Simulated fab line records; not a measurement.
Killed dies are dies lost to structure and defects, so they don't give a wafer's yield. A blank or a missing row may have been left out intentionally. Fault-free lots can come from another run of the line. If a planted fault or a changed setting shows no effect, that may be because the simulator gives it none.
Problem report, 8D (eight disciplines) form, completed by code :: flow nand_harc :: the parts of the form that need people (team, actions taken, sign-off) are left out

== 1. WHAT WENT WRONG ==
At NHARC_THIN_TSV_INSPECT_40, raw_defect_count averages 1516 over 2 wafers from 2 lots, while fault-free wafers read 578, standard deviation 90. Relative to the usual mean, that is a shift of +10 standard deviations.
Seen first at day 31 05:19 on defect_inspect-01, wafer L628.3. The record holds 33 wafers of 11 lots with a number at this step. Rule for "out" (also "out of limits"): further than 4 standard deviations from the usual mean. The other wafers with a number count as sound.

== 2. WHAT IT IS AND WHAT IT IS NOT ==
question: which readings at this step
is: raw_defect_count
is not: -

question: which lots
is: L628, L629
is not: L610, L614, L615, L616, L622, L624, L625, L626, L633

question: which wafers of those lots
is: L628.3, L629.5
is not: L628.4, L628.6, L629.2, L629.4

question: read on which gauges
is: defect_inspect-01, defect_inspect-02
is not: -

question: when
is: from day 31 05:19
is not: up to then (26 sound wafers); but 5 sound wafers of L629, L633 came after

== 3. SUSPECTS, AND WHAT RULES EACH OUT ==
Counting: any tool at a process step up to the reading remains a suspect provided it ran every lot that is out. Sound lots after the first of them don't rule it out here, since some wafers of a struck lot are sound.
- the gauge at NHARC_THIN_TSV_INSPECT_40 is ruled out. 2 gauges (defect_inspect-01, defect_inspect-02) read the wafers that are out.
- rie_diel-09 at NHARC_A_BONDPAD_ETCH_24 (etches the open film in CF4/N2, target depth 30 nm, time 72.99 s): kept. Ran every lot that is out, first one L628 (day 31 01:16); last sound lot up to then L625 (day 29 20:02). NHARC_A_BONDPAD_ETCH_24: start missing for some lots; hours and lot order therefore follow NHARC_THIN_TSV_ETCH_36.
- wet_bench-08 at NHARC_THIN_TSV_STRIP_57 (strips in post etch residue remover, time 1200 s): kept. Ran every lot that is out, first one L628 (day 31 01:42); last sound lot up to then L626 (day 31 00:22).
- In wet_bench-08 at NHARC_THIN_TSV_STRIP_57, the wafers that are out were processed in chamber 5 and their sound lot-mates in chambers 0, 3, 4.
What counting leaves: rie_diel-09 at NHARC_A_BONDPAD_ETCH_24 and wet_bench-08 at NHARC_THIN_TSV_STRIP_57.

== 4. THE CAUSE (what the simulator had put in) ==
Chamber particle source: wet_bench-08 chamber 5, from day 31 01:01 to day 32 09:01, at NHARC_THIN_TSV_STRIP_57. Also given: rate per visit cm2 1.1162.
2 suspects survive the count, and this tool is in that group.

== 5. THE CHAIN OF EFFECTS, in route order ==
Each row: a reading where the mean over the struck wafers with a number is more than 3 standard deviations away from the usual. Readings are gone through only where the record gives a usual standard deviation; hours: the median, over the lots, of the time from a lot's start at the first step in this table giving one to that lot's start at this step; sigmas: the change measured in usual standard deviations.
hours: 0
step: NHARC_THIN_TSV_INSPECT_40
reading: raw_defect_count
usual: 578
on struck wafers: 1516
change: +938
sigmas: +10

hours: 5
step: NHARC_END_SORT_01
reading: defect_limited_yield
usual: 93.3 %
on struck wafers: 85.9
change: -7.4
sigmas: -4.9

hours: 5
step: NHARC_END_SORT_01
reading: killed_at_other
usual: 0.8
on struck wafers: 38.0
change: +37.2
sigmas: +41

hours: 5
step: NHARC_END_SORT_01
reading: killed_dies
usual: 46
on struck wafers: 96
change: +50
sigmas: +5.0

hours: 5
step: NHARC_END_SORT_01
reading: sort_bin_2_pct
usual: 2.4 %
on struck wafers: 5.5
change: +3.1
sigmas: +4.4

hours: 5
step: NHARC_END_SORT_01
reading: sort_bin_3_pct
usual: 0.6 %
on struck wafers: 3.0
change: +2.4
sigmas: +7.1

hours: 5
step: NHARC_END_SORT_01
reading: sort_n_pass
usual: 631
on struck wafers: 582
change: -50
sigmas: -5.0

hours: 5
step: NHARC_END_SORT_01
reading: sort_rim_yield_pct
usual: 86 %
on struck wafers: 70
change: -16
sigmas: -3.4

hours: 5
step: NHARC_END_SORT_01
reading: sort_yield_pct
usual: 93.3 %
on struck wafers: 85.9
change: -7.4
sigmas: -4.9

== 6. WHAT WOULD HAVE CAUGHT IT SOONER ==
4 hours passed between the start of the fault at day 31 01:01 and the first reading out of limits at a measuring or inspecting step in this record, taken at day 31 05:19.
No tool reading at NHARC_THIN_TSV_STRIP_57 that has a usual standard deviation in the record was out on any struck wafer, so an alarm limit of 4 standard deviations on those readings would not have fired.
L629, from the lots that are out (2), started NHARC_THIN_TSV_STRIP_57 on wet_bench-08 later than day 31 05:19. Putting the tool on hold at that point would have spared it.
